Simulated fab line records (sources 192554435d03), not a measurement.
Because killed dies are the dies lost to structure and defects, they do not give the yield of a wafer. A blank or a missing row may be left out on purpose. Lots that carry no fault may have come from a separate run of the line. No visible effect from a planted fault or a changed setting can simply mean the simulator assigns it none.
Split-lot study :: flow n5Finfet :: 7 lots, 21 wafers read, on a route of 1938 steps

== THE SPLIT ITSELF ==
At N5_BEOL_M8_ETCH_62 (etches SOC in N2/H2, target depth 110 nm, overetch 22 nm, time 165 s), the setting sourceW was moved away from the recipe's 840 W on 6 of the 21 wafers read, by -11.1% to -5.7%. All remaining wafers had this setting at the recipe value.

The reading is taken at the split's own step.

== THE READING ==
rfVppV, in V, at N5_BEOL_M8_ETCH_62 (etches SOC in N2/H2, target depth 110 nm, overetch 22 nm, time 165 s). Typical for fault-free wafers on this fab line: 524.0 V, with standard deviation 2.7 V.

wafer: L077.2
tool, chamber at the split: rieDiel-05, 2
sourceW as run, W: 749.9
against the recipe: -10.7%
rfVppV, V: 539.4
against lot-mates on the recipe: +19.0

wafer: L077.3
tool, chamber at the split: rieDiel-05, 0
sourceW as run, W: 749.9
against the recipe: -10.7%
rfVppV, V: 543.8
against lot-mates on the recipe: +23.4

wafer: L077.5
tool, chamber at the split: rieDiel-05, 2
sourceW as run, W: 840
against the recipe: recipe
rfVppV, V: 520.4
against lot-mates on the recipe: -

wafer: L078.2
tool, chamber at the split: rieDiel-03, 1
sourceW as run, W: 840
against the recipe: recipe
rfVppV, V: 522.5
against lot-mates on the recipe: -

wafer: L078.3
tool, chamber at the split: rieDiel-03, 2
sourceW as run, W: 792.4
against the recipe: -5.7%
rfVppV, V: 532.2
against lot-mates on the recipe: +9.8

wafer: L078.5
tool, chamber at the split: rieDiel-03, 2
sourceW as run, W: 840
against the recipe: recipe
rfVppV, V: 522.4
against lot-mates on the recipe: -

wafer: L080.2
tool, chamber at the split: rieDiel-03, 1
sourceW as run, W: 746.6
against the recipe: -11.1%
rfVppV, V: 544.0
against lot-mates on the recipe: +20.8

wafer: L080.3
tool, chamber at the split: rieDiel-03, 2
sourceW as run, W: 840
against the recipe: recipe
rfVppV, V: 523.2
against lot-mates on the recipe: -

wafer: L080.4
tool, chamber at the split: rieDiel-03, 0
sourceW as run, W: 746.6
against the recipe: -11.1%
rfVppV, V: 549.0
against lot-mates on the recipe: +25.8

wafer: L079.3
tool, chamber at the split: rieDiel-05, 1
sourceW as run, W: 840
against the recipe: recipe
rfVppV, V: 524.3
against lot-mates on the recipe: -

wafer: L079.4
tool, chamber at the split: rieDiel-05, 1
sourceW as run, W: 840
against the recipe: recipe
rfVppV, V: 523.0
against lot-mates on the recipe: -

wafer: L079.6
tool, chamber at the split: rieDiel-05, 2
sourceW as run, W: 840
against the recipe: recipe
rfVppV, V: 521.0
against lot-mates on the recipe: -

wafer: L086.1
tool, chamber at the split: rieDiel-01, 3
sourceW as run, W: 776.2
against the recipe: -7.6%
rfVppV, V: 536.8
against lot-mates on the recipe: +11.0

wafer: L086.2
tool, chamber at the split: rieDiel-01, 0
sourceW as run, W: 840
against the recipe: recipe
rfVppV, V: 525.3
against lot-mates on the recipe: -

wafer: L086.3
tool, chamber at the split: rieDiel-01, 1
sourceW as run, W: 840
against the recipe: recipe
rfVppV, V: 526.4
against lot-mates on the recipe: -

wafer: L091.1
tool, chamber at the split: rieDiel-03, 3
sourceW as run, W: 840
against the recipe: recipe
rfVppV, V: 520.5
against lot-mates on the recipe: -

wafer: L091.4
tool, chamber at the split: rieDiel-03, 1
sourceW as run, W: 840
against the recipe: recipe
rfVppV, V: 521.9
against lot-mates on the recipe: -

wafer: L091.6
tool, chamber at the split: rieDiel-03, 1
sourceW as run, W: 840
against the recipe: recipe
rfVppV, V: 523.9
against lot-mates on the recipe: -

wafer: L090.3
tool, chamber at the split: rieDiel-05, 1
sourceW as run, W: 840
against the recipe: recipe
rfVppV, V: 523.7
against lot-mates on the recipe: -

wafer: L090.5
tool, chamber at the split: rieDiel-05, 3
sourceW as run, W: 840
against the recipe: recipe
rfVppV, V: 526.2
against lot-mates on the recipe: -

wafer: L090.6
tool, chamber at the split: rieDiel-05, 2
sourceW as run, W: 840
against the recipe: recipe
rfVppV, V: 520.6
against lot-mates on the recipe: -

THE FIT
A straight line over all 21 wafers: rfVppV changes by -1.91 V for each +1% of sourceW; r = -0.97; the points scatter about the line by 2.3 V.
The same after taking each lot's own level away (the mean of its wafers on the recipe; 21 wafers): -1.97 V for each +1%; r = -0.98; scatter 1.9 V.
According to that fit, moving sourceW by its largest amount changes the reading by 22 V.
Across the lots, their own levels run from 520.40 to 525.85 V, a range of 2.0 times the standard deviation given above.
So the lot-to-lot level changes the slope little: the two slopes agree.
Check: +22.1 V against its lot-mates is what the line predicts for one of the wafers moved furthest among these (-11.1%) when that wafer is left out of the fit. It came out at +20.8 V against them.
Tool readings at the split's step, against how far the setting was moved: rfVppV r = -0.97.

== THESE WAFERS: OTHER SPLITS ==
Before the reading, these wafers also passed through other splits. Each is held against what the fit with the lots' levels taken away leaves over:
other split on the same wafers: N5_BEOL_M8_ETCH_61 biasW
wafers away from the commonest value: 4
r with rfVppV (lot level and that fit taken away): -0.17

== THE FILE'S OWN FIT ==
rfVppV changes by -1.9 V for each +1% of sourceW, r = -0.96.
